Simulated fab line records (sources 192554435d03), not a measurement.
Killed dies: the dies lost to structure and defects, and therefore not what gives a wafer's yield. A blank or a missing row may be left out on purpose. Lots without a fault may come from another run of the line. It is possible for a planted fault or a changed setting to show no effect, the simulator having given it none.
fab line records	flow n5_finfet
record: lots: 10	wafers: 30	last_day: 19
route steps=1938 shown BEOL_M9@1424 PASSIVATION@1936
lots that met no fault: taken from a fault-free run of the same line
start_h: start of the lot's first displayed wafer, in hours after the record's first day	wait_h: hours elapsed since this lot's preceding step	" unchanged from the row above	L1.1+2: one row covering several wafers at once	- no value, or no start was given	* or withheld: withheld	< > ~ a bound
route shown NAME@n: names a module that has steps shown in the file, with the first one's number in the route	usual: mean and standard deviation over wafers with no fault	same: alike in all rows	chamber/n: place in a boat	sites: each site's reading	_std_site: how widely they spread, as a standard deviation	_edge_site: mean of outer sites minus mean of inner sites	radius_mm: for every site, how far away it sits from the centre of the wafer	mask NAME#n: copy n	behind: the most recent tool/chamber to have shaped the wafer	hold: why the lot went on hold/how many hours it stayed there/how the hold came to an end	device: the transistor (n, p or np) that didn't switch	end of line: the same wafers' tests at the end of the route	step lacking rows: just its recipe	killed: at the first sort, the dies lost to defects and structure; wafer yield is something else	map: per-die view of a wafer (x killed, . not killed, _ where there is no die)
set.NAME: the setting that was run; set.NAME@STEP: the one run at that earlier step	model.NAME: the simulator's own value behind a step, which no gauge read
the route's steps for a sample of lots (tables are steps, rows are wafers)
services: from which hour (start_h, from the record's first day; less than 0 if before it) a tool's chamber was out of use, for how many hours, and why
== steps ==
step: N5_BEOL_M9_CD_MEAS_18
recipe: pitch_nm: 140	target_cd_nm: 70
usual: cd_nm: 69.8/0.46
lot.wafer	tool	chamber	start_h	wait_h	cd_nm
L493.2	cd_sem-01	-	214.38	0.1	70.1
L493.4	"	-	"	"	69.7
L493.5	"	-	"	"	69.8
L492.3	cd_sem-02	-	214.62	0.1	70.1
L492.5	"	-	"	"	70.0
L492.6	"	-	"	"	69.8
L494.2	cd_sem-01	-	227.97	0.1	68.6
L494.4	"	-	"	"	69.0
L494.5	"	-	"	"	69.5
L495.1	cd_sem-03	-	237.71	0.0	70.5
L495.3	"	-	"	"	70.0
L495.5	"	-	"	"	70.7
L497.1	cd_sem-02	-	241.14	0.0	69.7
L497.3	"	-	"	"	69.9
L497.4	"	-	"	"	69.5
L502.3	cd_sem-02	-	306.73	0.1	68.9
L502.4	"	-	"	"	69.0
L502.6	"	-	"	"	69.2
L504.3	cd_sem-01	-	306.95	0.1	69.8
L504.5	"	-	"	"	70.2
L504.6	"	-	"	"	69.2
L511.1	cd_sem-01	-	332.77	0.1	69.7
L511.3	"	-	"	"	69.4
L511.4	"	-	"	"	70.2
L513.1	cd_sem-02	-	359.78	0.1	70.4
L513.5	"	-	"	"	69.8
L513.6	"	-	"	"	70.7
L514.2	cd_sem-01	-	369.62	0.1	69.6
L514.5	"	-	"	"	70.0
L514.6	"	-	"	"	70.1
step: N5_BEOL_M9_DESCUM_33
recipe: chemistry: O2	time_s: 7	source_power_w: 50	bias_power_w: 20	pressure_mtorr: 20	rf_frequency_hz: 2.712e+07	temp_c: 40	resist: CAR-EUV	o2_flow_sccm: 225
usual: chamber_pressure_mTorr: 20.000/0.019	drypump_motor_current_A: 5.8/0.39	oes_product_au: 0.75/0.056	rf_vpp_V: 243.4/1.2	showerhead_plenum_p_Torr: 2.11/0.055	throttle_valve_pct: 20.50/0.13
lot.wafer	tool	chamber	start_h	wait_h	chamber_pressure_mTorr	drypump_motor_current_A	oes_product_au	rf_hours_counter_h	rf_vpp_V	showerhead_plenum_p_Torr	throttle_valve_pct
L493.2	rie_diel-05	1	215.02	0.1	19.993	5.8	0.73	177	244.2	2.17	20.51
L493.4	"	0	"	"	20.004	5.3	0.79	97	244.3	2.10	20.64
L493.5	"	2	"	"	19.973	5.7	0.72	-	244.7	2.16	20.68
L492.3	rie_diel-03	3	215.18	0.0	19.979	5.6	0.68	219	241.9	2.07	20.55
L492.5	"	0	"	"	19.986	6.4	0.72	-	244.3	2.06	20.41
L492.6	"	3	"	"	19.989	5.6	0.69	-	243.3	2.07	20.54
L494.2	rie_diel-03	0	229.67	0.0	19.979	6.3	0.72	219	241.9	2.06	20.43
L494.4	"	2	"	"	20.004	5.4	0.74	195	243.1	2.08	20.30
L494.5	"	3	"	"	20.008	5.6	0.70	-	242.0	2.07	20.55
L495.1	rie_diel-03	2	240.65	0.0	19.968	5.5	0.73	198	241.9	2.08	20.31
L495.3	"	0	"	"	20.001	6.4	0.72	223	242.3	2.06	20.44
L495.5	"	3	"	"	20.010	5.6	0.68	-	241.9	2.07	20.55
L497.1	rie_diel-05	3	241.74	0.0	20.010	5.7	0.82	71	245.8	2.20	20.41
L497.3	"	1	"	"	20.007	5.8	0.72	186	244.1	2.17	20.52
L497.4	"	2	"	"	19.980	5.7	0.71	219	244.3	2.15	20.68
L502.3	rie_diel-05	2	307.29	0.0	19.980	5.7	0.70	236	244.1	2.15	20.70
L502.4	"	0	"	"	20.014	5.2	0.76	124	243.6	2.09	20.69
L502.6	"	1	"	"	20.008	5.8	0.71	-	243.7	2.16	20.55
L504.3	rie_diel-03	0	307.63	0.2	20.004	6.4	0.70	239	243.0	2.05	20.46
L504.5	"	1	"	"	20.009	6.0	0.84	-	243.3	2.04	20.38
L504.6	"	2	"	"	20.020	5.4	0.71	-	244.9	2.08	20.33
L511.1	rie_diel-03	2	336.45	0.0	19.957	5.4	0.71	225	242.8	2.07	20.34
L511.3	"	1	"	"	20.011	6.0	0.82	80	243.2	2.04	20.39
L511.4	"	2	"	"	20.038	5.5	0.71	-	241.8	2.07	20.35
L513.1	rie_diel-05	0	362.68	0.0	20.008	5.2	0.75	144	243.7	2.09	20.72
L513.5	"	3	"	"	19.982	5.7	0.79	-	245.1	2.19	20.48
L513.6	"	1	"	"	19.974	5.9	0.69	-	244.3	2.16	20.58
L514.2	rie_diel-03	1	373.75	0.0	19.992	6.0	0.80	96	242.5	2.03	20.42
L514.5	"	3	"	"	19.994	5.6	0.95	-	242.2	2.06	20.28
L514.6	"	2	"	"	19.976	5.4	0.70	-	243.5	2.07	20.36
step: N5_BEOL_M9_ETCH_41
recipe: chemistry: CH3F/O2	target: SiCN	target_depth_a: 366	taper_deg: 2	time_s: 70.1	ion_energy_ev: 120	mask_material: TiN	pressure_mtorr: 30	source_w: 395	bias_w: 75	Ar_flow_sccm: 150	CH3F_flow_sccm: 30	O2_flow_sccm: 20
usual: CH3F_flow_sccm: 30.00/0.09	chamber_pressure_mTorr: 30.001/0.028	drypump_motor_current_A: 5.8/0.39	oes_product_au: 0.74/0.056	rf_vpp_V: 297.6/1.4	showerhead_plenum_p_Torr: 2.01/0.053	throttle_valve_pct: 16.39/0.15
lot.wafer	tool	chamber	start_h	wait_h	CH3F_flow_sccm	chamber_pressure_mTorr	drypump_motor_current_A	oes_product_au	rf_hours_counter_h	rf_vpp_V	showerhead_plenum_p_Torr	throttle_valve_pct
L493.2	rie_diel-05	1	215.34	-	30.02	29.985	5.8	0.72	177	298.3	2.07	16.42
L493.4	"	0	"	"	30.04	30.020	5.2	0.80	97	298.7	2.02	16.56
L493.5	"	2	"	"	30.01	29.999	5.7	0.71	-	299.7	2.06	16.56
L492.3	rie_diel-03	3	215.50	-	29.98	30.010	5.6	0.69	219	296.2	1.98	16.47
L492.5	"	0	"	"	29.93	30.013	6.4	0.73	-	297.2	1.97	16.35
L492.6	"	3	"	"	29.86	29.981	5.6	0.69	-	297.1	1.98	16.47
L494.2	rie_diel-03	0	230.00	-	30.10	30.039	6.3	0.72	219	295.9	1.97	16.39
L494.4	"	2	"	"	30.03	29.937	5.5	0.74	195	295.8	1.98	16.21
L494.5	"	3	"	"	29.96	29.996	5.6	0.69	-	297.2	1.98	16.50
L495.1	rie_diel-03	2	240.97	-	30.06	30.029	5.4	0.73	198	297.4	1.98	16.22
L495.3	"	0	"	"	30.10	30.040	6.3	0.72	223	296.4	1.97	16.39
L495.5	"	3	"	"	29.98	30.008	5.6	0.69	-	297.9	1.97	16.50
L497.1	rie_diel-05	3	242.06	-	30.05	29.975	5.7	0.83	71	299.8	2.11	16.32
L497.3	"	1	"	"	30.03	30.033	5.9	0.71	186	297.6	2.07	16.42
L497.4	"	2	"	"	30.06	29.970	5.7	0.71	219	298.2	2.05	16.57
L502.3	rie_diel-05	2	307.62	-	29.94	30.013	5.7	0.69	236	297.3	2.05	16.61
L502.4	"	0	"	"	30.04	30.006	5.2	0.75	124	297.6	2.01	16.59
L502.6	"	1	"	"	29.88	30.001	5.8	0.69	-	298.7	2.07	16.46
L504.3	rie_diel-03	0	307.95	-	30.03	29.993	6.4	0.71	239	295.4	1.96	16.42
L504.5	"	1	"	"	30.01	30.069	6.0	0.83	-	295.8	1.94	16.15
L504.6	"	2	"	"	29.94	30.035	5.5	0.72	-	298.4	1.98	16.24
L511.1	rie_diel-03	2	336.77	-	29.99	29.983	5.5	0.94	225	296.4	1.97	16.27
L511.3	"	1	"	"	30.03	30.003	6.0	1.09	80	296.0	1.94	16.19
L511.4	"	2	"	"	30.07	30.015	5.4	0.71	-	296.3	1.97	16.27
L513.1	rie_diel-05	0	363.01	-	30.08	29.981	5.2	0.74	144	297.8	2.01	16.63
L513.5	"	3	"	"	29.90	30.020	5.7	0.79	-	299.0	2.10	16.38
L513.6	"	1	"	"	29.85	29.968	5.8	0.68	-	297.8	2.06	16.48
L514.2	rie_diel-03	1	374.07	-	29.95	29.978	6.0	0.81	96	295.4	1.93	16.23
L514.5	"	3	"	"	30.02	30.003	5.6	1.26	-	296.1	1.97	16.12
L514.6	"	2	"	"	30.19	30.009	5.5	0.69	-	296.5	1.97	16.29
step: N5_BEOL_M9_ALD_74
recipe: material: TaN	target_thk_a: 20	temp_c: 275	ald_precursor_family: PDMAT	ald_co_reactant: NH3	pressure_torr: 3	carrier_flow_sccm: 1500	pulse_time_s: 2	purge_time_s: 3	co_reactant_purge_time_s: 2	co_reactant_pulse_time_s: 3	ald_cycles: 40	precursor_vessel_temp_c: 75	precursor_vessel_pressure_torr: 26.25	precursor_vessel_carrier_sccm: 1000
usual: heater_power_w: 435/54	susceptor_temp_C: 275.05/0.17
lot.wafer	tool	chamber	start_h	wait_h	heater_power_w	susceptor_temp_C
L493.2	ald_metal-03	2	216.28	0.0	403	275.09
L493.4	"	1	"	"	399	274.89
L493.5	"	2	"	"	403	275.21
L492.3	ald_metal-04	1	216.56	0.1	380	275.12
L492.5	"	0	"	"	403	275.20
L492.6	"	3	"	"	420	275.05
L494.2	ald_metal-03	2	231.01	0.1	402	274.97
L494.4	"	0	"	"	506	275.27
L494.5	"	0	"	"	506	275.35
L495.1	ald_metal-04	3	241.83	0.0	424	275.26
L495.3	"	2	"	"	367	275.16
L495.5	"	1	"	"	395	275.08
L497.1	ald_metal-02	3	242.89	0.1	554	275.33
L497.3	"	2	"	"	513	275.09
L497.4	"	2	"	"	528	274.86
L502.3	ald_metal-04	1	308.84	0.1	386	275.05
L502.4	"	0	"	"	410	275.01
L502.6	"	2	"	"	365	275.01
L504.3	ald_metal-02	2	308.98	0.0	514	275.04
L504.5	"	2	"	"	528	274.92
L504.6	"	3	"	"	554	275.16
L511.1	ald_metal-03	3	338.20	0.1	461	275.06
L511.3	"	1	"	"	395	274.93
L511.4	"	0	"	"	511	274.96
L513.1	ald_metal-02	2	363.83	0.0	531	274.87
L513.5	"	1	"	"	414	275.18
L513.6	"	0	"	"	491	274.99
L514.2	ald_metal-04	1	375.60	0.3	381	275.33
L514.5	"	1	"	"	390	274.97
L514.6	"	0	"	"	405	275.05
step: N5_PASSIVATION_PROBE_49
usual: defect_limited_yield: 90.9/1.3	killed_at_M0_to_M3: 35/10	killed_at_M4_up: 15/5.7	killed_at_contacts: 14/6.4	killed_at_front_end: 40/11	killed_at_other: 4/3.1	killed_dies: 108/16	killed_open: 71/11	killed_short: 34/7.7	sort_bin_5_function: 5.4/0.9	sort_bin_6_memory: 3.4/0.61	sort_n_pass: 1072/16	sort_yield_pct: 90.9/1.3
same: gross_dies: 1180	killed_at_back_side: 0	sort_bin_4_leakage[%]: 0	sort_bin_8_speed[%]: 0
lot.wafer	tool	chamber	start_h	wait_h	defect_limited_yield[%]	killed_at_M0_to_M3	killed_at_M4_up	killed_at_contacts	killed_at_front_end	killed_at_other	killed_dies	killed_open	killed_short	sort_bin_5_function[%]	sort_bin_6_memory[%]	sort_n_pass	sort_yield_pct[%]
L497.1	prober-01	-	299.79	0.0	90.2	31	13	31	31	10	116	73	39	5.4	3.7	1064	90.2
L497.3	prober-01	-	299.89	0.1	90.7	18	10	27	44	11	110	66	44	4.9	3.8	1070	90.7
L497.4	prober-01	-	299.94	0.2	92.4	18	5	23	42	2	90	57	29	4.5	2.3	1090	92.4
killed by level:class
L497.1 MOL_CONTACT_COAG:geometric_particle:open=23 MOL_CONTACT_COAG:geometric_particle:short=8 BEOL_M0_SAQP:geometric_particle:short=7 FIN_SAQP:geometric_particle:open=6 BEOL_M1:geometric_particle:open=6 FIN_SAQP:geometric_particle:short=5 BEOL_M4:geometric_particle:open=5 BEOL_M0_SAQP:geometric_particle:open=4
L497.3 MOL_CONTACT_COAG:geometric_particle:open=21 FIN_SAQP:geometric_particle:short=17 FIN_SAQP:geometric_particle:open=6 STI_FIN_REVEAL:geometric_particle:open=6 MOL_CONTACT_COAG:geometric_particle:short=6 BEOL_M4:geometric_particle:open=6 BEOL_M3:geometric_particle:open=5 PASS1_CAP:geometric_particle:short=5
L497.4 MOL_CONTACT_COAG:geometric_particle:open=19 FIN_SAQP:geometric_particle:open=7 STI_FIN_REVEAL:geometric_particle:open=7 FIN_SAQP:geometric_particle:short=6 MOL_CONTACT_COAG:geometric_particle:short=4 BEOL_M1:geometric_particle:open=4 STARTING-WAFER:geometric_particle:short=4 HKMG_FIN:area_etch=4
== services ==
tool	chamber	start_h	hours	kind
ald_metal-04	0	231.02	17.6	repair
rie_diel-03	1	235.73	2.8	repair
ald_metal-04	3	252.16	58.9	repair
rie_diel-03	-	252.66	2.8	pm
ald_metal-04	2	260.18	11.0	repair
ald_metal-03	1	268.49	1.4	repair
ald_metal-03	-	295.89	8.7	pm
ald_metal-04	-	307.22	0.6	repair
rie_diel-03	3	308.45	5.8	repair
rie_diel-05	2	328.85	3.0	repair
ald_metal-02	0	333.39	4.7	repair
rie_diel-03	3	334.88	-	clean
rie_diel-03	3	334.88	-	consumable_replace:esc
rie_diel-03	3	334.88	-	consumable_replace:focus_ring
rie_diel-03	3	334.88	25.6	scheduled_down
rie_diel-03	3	334.88	25.6	vent_cycle
ald_metal-04	-	337.45	14.0	pm
rie_diel-05	1	340.18	4.2	repair
rie_diel-05	2	352.59	-	clean
rie_diel-05	2	352.59	-	consumable_replace:focus_ring
rie_diel-05	2	352.59	24.2	scheduled_down
rie_diel-05	2	352.59	24.2	vent_cycle
rie_diel-03	0	355.67	52.1	repair
ald_metal-04	2	372.99	25.5	repair
== key ==
first_sign: step: N5_BEOL_M9_ETCH_41	reading: oes_product_au	direction: up	sigmas: 6.2	usual: 0.74	struck: 1.09
effect none on later readings
met_at N5_BEOL_M9_ETCH_41
struck_lots L511,L514
struck_wafers L511.1,L511.3,L514.5
not_acting_at N5_BEOL_M9_CD_MEAS_18,N5_BEOL_M9_DESCUM_33,N5_BEOL_M9_ALD_74
onset_between 307.95 336.77
fault: kind: process_parameter_drift	tool: rie_diel-03	chamber: -	onset_h: 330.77	steps: N5_BEOL_M9_ETCH_41	channel: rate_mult	offset: 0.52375	shape: step	end_h: 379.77	scope: struck_wafers_only
